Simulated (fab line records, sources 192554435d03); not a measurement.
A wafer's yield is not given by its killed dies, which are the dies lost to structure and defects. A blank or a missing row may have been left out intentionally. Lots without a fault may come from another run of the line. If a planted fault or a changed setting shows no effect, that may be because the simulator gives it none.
Chamber matching / flow n5 finfet / rie diel-04 running N5_DUMMY_GATE_ETCH_37: 4 sister chambers
The step etches SOC in N2/H2, target depth 60 nm, overetch 30 nm. 14 wafers are shown with their chamber, then 7 later ones without.

EACH WAFER AND ITS CHAMBER
wafer=L075.2; chamber=2; showerhead plenum p Torr (Torr)=2.42; throttle valve pct (%)=17.68; drypump motor current A (A)=5.1
wafer=L075.4; chamber=0; showerhead plenum p Torr (Torr)=2.57; throttle valve pct (%)=17.53; drypump motor current A (A)=5.3
wafer=L075.6; chamber=1; showerhead plenum p Torr (Torr)=2.66; throttle valve pct (%)=18.17; drypump motor current A (A)=5.0
wafer=L077.1; chamber=1; showerhead plenum p Torr (Torr)=2.65; throttle valve pct (%)=18.18; drypump motor current A (A)=4.9
wafer=L077.4; chamber=2; showerhead plenum p Torr (Torr)=2.42; throttle valve pct (%)=17.69; drypump motor current A (A)=5.1
wafer=L077.6; chamber=2; showerhead plenum p Torr (Torr)=2.42; throttle valve pct (%)=17.68; drypump motor current A (A)=5.1
wafer=L081.1; chamber=0; showerhead plenum p Torr (Torr)=2.56; throttle valve pct (%)=17.57; drypump motor current A (A)=5.3
wafer=L081.2; chamber=1; showerhead plenum p Torr (Torr)=2.65; throttle valve pct (%)=18.18; drypump motor current A (A)=5.0
wafer=L081.6; chamber=1; showerhead plenum p Torr (Torr)=2.65; throttle valve pct (%)=18.19; drypump motor current A (A)=4.9
wafer=L082.1; chamber=1; showerhead plenum p Torr (Torr)=2.65; throttle valve pct (%)=18.19; drypump motor current A (A)=4.9
wafer=L082.4; chamber=3; showerhead plenum p Torr (Torr)=2.64; throttle valve pct (%)=17.90; drypump motor current A (A)=4.9
wafer=L082.5; chamber=3; showerhead plenum p Torr (Torr)=2.64; throttle valve pct (%)=17.90; drypump motor current A (A)=4.9
wafer=L085.2; chamber=0; showerhead plenum p Torr (Torr)=2.56; throttle valve pct (%)=17.58; drypump motor current A (A)=5.3
wafer=L085.5; chamber=1; showerhead plenum p Torr (Torr)=2.65; throttle valve pct (%)=18.18; drypump motor current A (A)=4.9

SIGNATURES, as means of the wafers listed above
reading=showerhead plenum p Torr; chamber 0=2.5633; chamber 1=2.6517; chamber 2=2.4200; chamber 3=2.6400; scatter within a chamber=0.00387
reading=throttle valve pct; chamber 0=17.5600; chamber 1=18.1817; chamber 2=17.6833; chamber 3=17.9000; scatter within a chamber=0.0132
reading=drypump motor current A; chamber 0=5.300; chamber 1=4.933; chamber 2=5.100; chamber 3=4.900; scatter within a chamber=0.0365
Rule: for a wafer and a chamber, the distance is found by dividing, reading by reading, the gap between the wafer's reading and the chamber's mean by the reading's scatter, squaring, summing and taking the root. If the next closest chamber is less than 2 further off than the closest, the wafer can't be placed; otherwise it belongs to the closest. The scatter: take each reading less its chamber's mean, square it, sum over the shown wafers, divide by the number of wafers less the number of chambers, and take the root.

WAFERS WHOSE CHAMBER IS MISSING
wafer=L085.6; showerhead plenum p Torr (Torr)=2.56; throttle valve pct (%)=17.57; drypump motor current A (A)=5.3
wafer=L089.1; showerhead plenum p Torr (Torr)=2.64; throttle valve pct (%)=17.93; drypump motor current A (A)=4.9
wafer=L089.4; showerhead plenum p Torr (Torr)=2.41; throttle valve pct (%)=17.71; drypump motor current A (A)=5.1
wafer=L089.6; showerhead plenum p Torr (Torr)=2.41; throttle valve pct (%)=17.72; drypump motor current A (A)=5.1
wafer=L091.2; showerhead plenum p Torr (Torr)=2.64; throttle valve pct (%)=18.22; drypump motor current A (A)=4.9
wafer=L091.5; showerhead plenum p Torr (Torr)=2.41; throttle valve pct (%)=17.72; drypump motor current A (A)=5.1
wafer=L091.6; showerhead plenum p Torr (Torr)=2.63; throttle valve pct (%)=17.92; drypump motor current A (A)=4.9

WHICH CHAMBER EACH WENT THROUGH
wafer=L085.6; from the rows above=0; in truth=0
wafer=L089.1; from the rows above=3; in truth=3
wafer=L089.4; from the rows above=2; in truth=2
wafer=L089.6; from the rows above=2; in truth=2
wafer=L091.2; from the rows above=1; in truth=1
wafer=L091.5; from the rows above=2; in truth=2
wafer=L091.6; from the rows above=3; in truth=3
Placed correctly: 7 of 7. Left unplaced by these rows: 0. Wrongly placed: 0.
